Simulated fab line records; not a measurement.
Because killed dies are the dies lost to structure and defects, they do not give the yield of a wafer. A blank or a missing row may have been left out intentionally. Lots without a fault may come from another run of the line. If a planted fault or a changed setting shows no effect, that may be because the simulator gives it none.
A lot that was struck, set against a sound lot + flow n5_finfet + 43 steps out of a route of 1938
Sound: the wafers L660.2, L660.4, L660.5. The struck wafers were L669.1, L669.4, L669.5. The cause is named last.
Per side, at each step with rows, come the tool, then ch with its chambers, and then its first start. Under that, the readings that differ: sound wafers + struck wafers + difference of the means + sigmas: that difference in standard deviations of wafers without a fault.
alike: same words and numbers on both sides, and readings whose means sit less than 2 such deviations apart. not compared: any withheld reading, any reading some wafer has no value for, any bound like >300 that may hide the same value, and any number with overlapping values for which the record gives no deviation.
A row with sigmas, a row that says differs or no value, or rows on one side alone: a step with any of these is where the two part. Numbers that have no deviation but don't overlap get no sigmas and don't part them. Lack of a reading on every wafer of one side parts them only where that side has two or more wafers.

first, 11 steps without rows for these wafers: N5_BEOL_M4_DESCUM_33 (chemistry O2, time 7 s); N5_BEOL_M4_ETCH_77 (etches underlayer in N2/H2, target depth 6.5 nm, time 5.2 s); N5_BEOL_M4_ETCH_69 (etches SiARC in CF4, target depth 15.6 nm, time 26 s); N5_BEOL_M4_ALD_98 (deposits SiO2, target thk 2.5 nm, pulse time 1 s, co reactant pulse time 1 s); N5_BEOL_M4_ETCHBACK_99 (etches SiO2 in CHF3, target depth 5 nm, time 10.4 s); N5_BEOL_M4_ETCH_70 (etches SOC in N2/H2, target depth 80 nm, overetch 24 nm, time 130 s); N5_BEOL_M4_STRIP_71 (strips in N2/H2); N5_BEOL_M4_STRIP_78 (strips in N2/H2); N5_BEOL_M4_VIA_ETCH_34 (etches the open film in C4F6/O2, target depth 69.4 nm, time 65.9 s); N5_BEOL_M4_STRIP_83 (strips in C4F6/O2); N5_BEOL_M4_STRIP_36 (strips in N2/H2).
N5_BEOL_M4_TRENCH_ETCH_37: etches SiOC in C4F6/O2, target depth 55.555 nm, time 29.2 s.
  sound on rie_diel-03 ch 0,2,3, day 8 15:27; struck on rie_diel-03 ch 0,2, day 10 19:22
  no value came back on the struck wafers for any of 9 readings (C4F6_flow_sccm (sccm), O2_flow_sccm (sccm) and others); on the sound wafers C4F6_flow_sccm (sccm) reads 10.008 9.965 10.030
| reading                                    | sound      | struck       | difference | sigmas |
|--------------------------------------------|------------|--------------|------------|--------|
| model.TiN_of_BEOL_M4_HM_DEP_02.thk_nm (nm) | 18.2 18 18 | 20.2 20.2 20 | +2.1       |        |
  not compared: rf_hours_counter_h
then, 2 steps without rows for these wafers: N5_BEOL_M4_ETCH_41 (etches SiCN in CH3F/O2, target depth 29.9 nm, time 52.5 s); N5_BEOL_M4_STRIP_97 (strips in N2/H2, time 10 s).
N5_BEOL_M4_OCD_MEAS_38:
  struck on ocd-02, day 10 19:32; sound on ocd-02, day 8 15:37
| reading              | sound          | struck  | difference | sigmas |
|----------------------|----------------|---------|------------|--------|
| trench_depth_nm (nm) | 55.0 55.4 55.0 | 0.0 0 0 | -55.1      | -42    |
then, 25 steps without rows for these wafers: N5_BEOL_M4_HM_STRIP_39 (strips TiN in peroxide tin strip, target depth 25 nm, time 158 s); N5_BEOL_M4_SRD_40 (time 30 s); N5_BEOL_M4_PRECLEAN_42 (cleans in residue remover, time 60 s); N5_BEOL_M4_SRD_43 (time 30 s); N5_BEOL_M4_DEGAS_44 (time 60 s); N5_BEOL_M4_PRE_CLEAN_45 (time 30 s); N5_BEOL_M4_ALD_84 (deposits TaN, pulse time 2 s, purge time 3 s, co reactant purge time 2 s); N5_BEOL_M4_SURFACE_TREAT_85; N5_BEOL_M4_CVD_47 (deposits Co from CCTBA/H2, target thk 3 nm, time 223.8 s); N5_BEOL_M4_SPUTTER_48 (material Cu, target thk 4.5 nm, time 8.29 s); N5_BEOL_M4_ANNEAL_49 (time 240 s); N5_BEOL_M4_SPUTTER_79 (material Cu, target thk 4.5 nm, time 8.29 s); N5_BEOL_M4_ANNEAL_80 (time 240 s); N5_BEOL_M4_SPUTTER_81 (material Cu, target thk 4.5 nm, time 8.29 s); N5_BEOL_M4_ANNEAL_82 (time 240 s); N5_BEOL_M4_SPUTTER_86 (material Cu, target thk 4.5 nm, time 8.29 s); N5_BEOL_M4_ANNEAL_87 (time 240 s); N5_BEOL_M4_SPUTTER_88 (material Cu, target thk 4.5 nm, time 8.29 s); N5_BEOL_M4_ANNEAL_89 (time 240 s); N5_BEOL_M4_SPUTTER_90 (material Cu, target thk 4.5 nm, time 8.29 s); N5_BEOL_M4_ANNEAL_91 (time 240 s); N5_BEOL_M4_SPUTTER_92 (material Cu, target thk 4.5 nm, time 8.29 s); N5_BEOL_M4_ANNEAL_93 (time 240 s); N5_BEOL_M4_SPUTTER_94 (material Cu, target thk 4.5 nm, time 8.29 s); N5_BEOL_M4_ANNEAL_95 (time 240 s).
N5_BEOL_M4_CMP_52: polishes, stops on SiOC, t overpolish 6.8 s, target thk 40 nm.
  sound on cmp-03 ch 0,1,3, day 8 19:03; struck on cmp-04 ch 0,1,3, day 11 00:12
| reading                                | sound        | struck  | difference | sigmas |
|----------------------------------------|--------------|---------|------------|--------|
| model.Cu_of_BEOL_M4_ECD_50.thk_nm (nm) | 37.4 40.2 38 | 0 0.2 2 | -38        |        |
  alike: edge_zone_pressure_frac, head_pressure_psi, motor_current_A
N5_BEOL_M4_RC_MEAS_101:
  the record has rows for the sound wafers here (prober-01 ch 0, day 8 19:48) and none for the struck ones
-- here the record skips 4 days between the struck wafers' starts before and after, leaving off in module BEOL_M4 and picking up in module PASSIVATION (first step shown: number 1936 of the route) --
N5_PASSIVATION_PROBE_49:
  struck on prober-01, day 15 06:24; sound on prober-02, day 13 01:10
| reading                  | sound          | struck         | difference | sigmas      |
|--------------------------|----------------|----------------|------------|-------------|
| defect_limited_yield (%) | 90.2 87.6 89.3 | 0 0 0          | -89        | -59         |
| killed_at_M4_up          | 17 15 20       | 1109 1092 1090 | +1080      | +99 or more |
| killed_dies              | 116 146 126    | 1180 1180 1180 | +1051      | +58         |
| killed_on_rim            | 16 19 14       | 152 152 152    | +136       | +38         |
| sort_bin_5_function (%)  | 5.8 6.5 6.7    | 97.3 96.4 96.3 | +90.3      | +99 or more |
| sort_n_pass              | 1064 1034 1054 | 0 0 0          | -1051      | -58         |
| sort_yield_pct (%)       | 90.2 87.6 89.3 | 0 0 0          | -89        | -59         |
  alike: killed_at_M0_to_M3, killed_at_contacts, killed_at_front_end, killed_at_other, killed_open, killed_short, sort_bin_6_memory

== WHERE THEY PART ==
First at N5_BEOL_M4_TRENCH_ETCH_37; last, within this record, at N5_PASSIVATION_PROBE_49.

WHY: whatever the simulator had introduced
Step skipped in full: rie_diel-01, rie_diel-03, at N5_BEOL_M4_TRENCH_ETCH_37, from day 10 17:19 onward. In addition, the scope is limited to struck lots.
